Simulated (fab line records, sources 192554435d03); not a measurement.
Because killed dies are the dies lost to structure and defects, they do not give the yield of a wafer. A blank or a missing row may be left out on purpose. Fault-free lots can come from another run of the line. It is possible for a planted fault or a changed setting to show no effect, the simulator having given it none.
Split-lot study :: flow n5_finfet :: 21 wafers read across 7 lots, on a route 1938 steps long

ABOUT THE SPLIT
At N5_DUMMY_GATE_COAT_34 (time 60 s, resist thk 60 nm), the setting spin_rpm was moved away from the recipe's 1500 rpm on 9 of the 21 wafers read, by -8.0% to +9.5%. For the rest of the wafers, this setting stayed at what the recipe calls for.

FROM THE SPLIT TO THE READING: what the file shows between them, 8 steps
- N5_DUMMY_GATE_COAT_35: time 60 s, resist thk 10 nm
- N5_DUMMY_GATE_COAT_28: time 60 s, resist thk 10 nm
- N5_DUMMY_GATE_ETCH_29: etches underlayer in N2/H2, target depth 13 nm
- N5_DUMMY_GATE_ETCH_36: etches SiARC in CF4, target depth 13 nm
- N5_DUMMY_GATE_ETCH_37: etches SOC in N2/H2, target depth 60 nm, overetch 30 nm
- N5_DUMMY_GATE_STRIP_38: strips in N2/H2
- N5_DUMMY_GATE_STRIP_39: strips in N2/H2
- N5_DUMMY_GATE_STRIP_40: strips in CF4

THE READING
SOC_of_DUMMY_GATE_COAT_34.thk_nm (the simulator's own value, which no gauge read), in nm, at N5_DUMMY_GATE_ETCH_31 (etches SiO2 in C4F6/O2, target depth 82.5 nm, time 27.5 s). The file gives no usual value for it. Average 51.9 nm, standard deviation 0.23 nm, over the 12 wafers here run with the recipe.

wafer: L078.1
tool, chamber at the split: litho_track-03, 0
spin_rpm as run, rpm: 1500
against the recipe: recipe
SOC_of_DUMMY_GATE_COAT_34.thk_nm, nm: 51.8
against lot-mates on the recipe: -

wafer: L078.3
tool, chamber at the split: litho_track-03, 0
spin_rpm as run, rpm: 1380
against the recipe: -8.0%
SOC_of_DUMMY_GATE_COAT_34.thk_nm, nm: 54.4
against lot-mates on the recipe: +2.4

wafer: L078.6
tool, chamber at the split: litho_track-03, 0
spin_rpm as run, rpm: 1500
against the recipe: recipe
SOC_of_DUMMY_GATE_COAT_34.thk_nm, nm: 52.2
against lot-mates on the recipe: -

wafer: L083.1
tool, chamber at the split: litho_track-05, 0
spin_rpm as run, rpm: 1500
against the recipe: recipe
SOC_of_DUMMY_GATE_COAT_34.thk_nm, nm: 52.2
against lot-mates on the recipe: -

wafer: L083.2
tool, chamber at the split: litho_track-05, 0
spin_rpm as run, rpm: 1500
against the recipe: recipe
SOC_of_DUMMY_GATE_COAT_34.thk_nm, nm: 52.2
against lot-mates on the recipe: -

wafer: L083.6
tool, chamber at the split: litho_track-05, 0
spin_rpm as run, rpm: 1500
against the recipe: recipe
SOC_of_DUMMY_GATE_COAT_34.thk_nm, nm: 52
against lot-mates on the recipe: -

wafer: L088.4
tool, chamber at the split: litho_track-01, 0
spin_rpm as run, rpm: 1500
against the recipe: recipe
SOC_of_DUMMY_GATE_COAT_34.thk_nm, nm: 52
against lot-mates on the recipe: -

wafer: L088.5
tool, chamber at the split: litho_track-01, 0
spin_rpm as run, rpm: 1500
against the recipe: recipe
SOC_of_DUMMY_GATE_COAT_34.thk_nm, nm: 52
against lot-mates on the recipe: -

wafer: L088.6
tool, chamber at the split: litho_track-01, 0
spin_rpm as run, rpm: 1500
against the recipe: recipe
SOC_of_DUMMY_GATE_COAT_34.thk_nm, nm: 52
against lot-mates on the recipe: -

wafer: L089.1
tool, chamber at the split: litho_track-01, 0
spin_rpm as run, rpm: 1606
against the recipe: +7.1%
SOC_of_DUMMY_GATE_COAT_34.thk_nm, nm: 49.8
against lot-mates on the recipe: -1.6

wafer: L089.3
tool, chamber at the split: litho_track-01, 0
spin_rpm as run, rpm: 1606
against the recipe: +7.1%
SOC_of_DUMMY_GATE_COAT_34.thk_nm, nm: 49.4
against lot-mates on the recipe: -2.0

wafer: L089.5
tool, chamber at the split: litho_track-01, 0
spin_rpm as run, rpm: 1500
against the recipe: recipe
SOC_of_DUMMY_GATE_COAT_34.thk_nm, nm: 51.4
against lot-mates on the recipe: -

wafer: L093.1
tool, chamber at the split: litho_track-05, 0
spin_rpm as run, rpm: 1609
against the recipe: +7.3%
SOC_of_DUMMY_GATE_COAT_34.thk_nm, nm: 49.8
against lot-mates on the recipe: -2.2

wafer: L093.6
tool, chamber at the split: litho_track-05, 0
spin_rpm as run, rpm: 1609
against the recipe: +7.3%
SOC_of_DUMMY_GATE_COAT_34.thk_nm, nm: 49.8
against lot-mates on the recipe: -2.2

wafer: L093.3
tool, chamber at the split: litho_track-05, 0
spin_rpm as run, rpm: 1500
against the recipe: recipe
SOC_of_DUMMY_GATE_COAT_34.thk_nm, nm: 52
against lot-mates on the recipe: -

wafer: L094.1
tool, chamber at the split: litho_track-01, 0
spin_rpm as run, rpm: 1434
against the recipe: -4.4%
SOC_of_DUMMY_GATE_COAT_34.thk_nm, nm: 53
against lot-mates on the recipe: no lot-mate on the recipe

wafer: L094.2
tool, chamber at the split: litho_track-01, 0
spin_rpm as run, rpm: 1434
against the recipe: -4.4%
SOC_of_DUMMY_GATE_COAT_34.thk_nm, nm: 53
against lot-mates on the recipe: no lot-mate on the recipe

wafer: L094.5
tool, chamber at the split: litho_track-01, 0
spin_rpm as run, rpm: 1434
against the recipe: -4.4%
SOC_of_DUMMY_GATE_COAT_34.thk_nm, nm: 53
against lot-mates on the recipe: no lot-mate on the recipe

wafer: L096.1
tool, chamber at the split: litho_track-03, 0
spin_rpm as run, rpm: 1643
against the recipe: +9.5%
SOC_of_DUMMY_GATE_COAT_34.thk_nm, nm: 49.2
against lot-mates on the recipe: -2.6

wafer: L096.2
tool, chamber at the split: litho_track-03, 0
spin_rpm as run, rpm: 1500
against the recipe: recipe
SOC_of_DUMMY_GATE_COAT_34.thk_nm, nm: 51.6
against lot-mates on the recipe: -

wafer: L096.5
tool, chamber at the split: litho_track-03, 0
spin_rpm as run, rpm: 1500
against the recipe: recipe
SOC_of_DUMMY_GATE_COAT_34.thk_nm, nm: 52
against lot-mates on the recipe: -

THE FIT
A straight line over all 21 wafers: SOC_of_DUMMY_GATE_COAT_34.thk_nm changes by -0.294 nm for each +1% of spin_rpm; r = -0.99; the points scatter about the line by 0.23 nm.
The same after taking each lot's own level away (the mean of its wafers on the recipe; 18 wafers): -0.283 nm for each +1%; r = -0.99; scatter 0.16 nm.
The reading moves by 2.7 nm for the largest change in spin_rpm, on that fit.
The span of the lots' own levels, 51.40 to 52.13 nm, comes to 3.2 times the standard deviation stated above.
Hence the lot-to-lot level has little effect on the slope; both slopes agree.
Check: -2.71 nm against its lot-mates is what the line predicts for one of the wafers moved furthest among these (+9.5%) when that wafer is left out of the fit. It came out at -2.6 nm against them.

THESE WAFERS: OTHER SPLITS
Note: prior to the reading, these wafers also went through further splits. Each is held against what the fit with the lots' levels taken away leaves over:
other split on the same wafers: N5_WELL_APT_EXPOSE_22 dose_mj
wafers away from the commonest value: 6
r with SOC_of_DUMMY_GATE_COAT_34.thk_nm (lot level and that fit taken away): +0.27

other split on the same wafers: N5_WELL_APT_PEB_23 peb_time_s
wafers away from the commonest value: 4
r with SOC_of_DUMMY_GATE_COAT_34.thk_nm (lot level and that fit taken away): +0.20

other split on the same wafers: N5_FIN_SAQP_COAT_50 spin_rpm
wafers away from the commonest value: 4
r with SOC_of_DUMMY_GATE_COAT_34.thk_nm (lot level and that fit taken away): -0.17

other split on the same wafers: N5_FIN_SAQP_PEB_14 peb_time_s
wafers away from the commonest value: 5
r with SOC_of_DUMMY_GATE_COAT_34.thk_nm (lot level and that fit taken away): +0.19

other split on the same wafers: N5_DUMMY_GATE_HM_DEP_06 time_s
wafers away from the commonest value: 15
r with SOC_of_DUMMY_GATE_COAT_34.thk_nm (lot level and that fit taken away): +0.12

THE WHOLE CHAIN: every reading that the file lists as answering this split, in the file's order
step: N5_DUMMY_GATE_COAT_34
what it does: time 60 s, resist thk 60 nm
reading: SOC_of_DUMMY_GATE_COAT_34.thk_nm (the simulator's own value, which no gauge read)
change (the file's fit): -0.286 nm for each +1% of the setting
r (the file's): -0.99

step: N5_DUMMY_GATE_ETCH_37
what it does: etches SOC in N2/H2, target depth 60 nm, overetch 30 nm
reading: etch.depth_nm (the simulator's own value, which no gauge read)
change (the file's fit): -0.298 nm for each +1% of the setting
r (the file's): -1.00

step: N5_DUMMY_GATE_ETCH_31
what it does: etches SiO2 in C4F6/O2, target depth 82.5 nm, time 27.5 s
reading: SOC_of_DUMMY_GATE_COAT_34.thk_nm (the simulator's own value, which no gauge read)
change (the file's fit): -0.282 nm for each +1% of the setting
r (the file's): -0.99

THE FILE'S OWN FIT
SOC_of_DUMMY_GATE_COAT_34.thk_nm changes by -0.282 nm for each +1% of spin_rpm, r = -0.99.
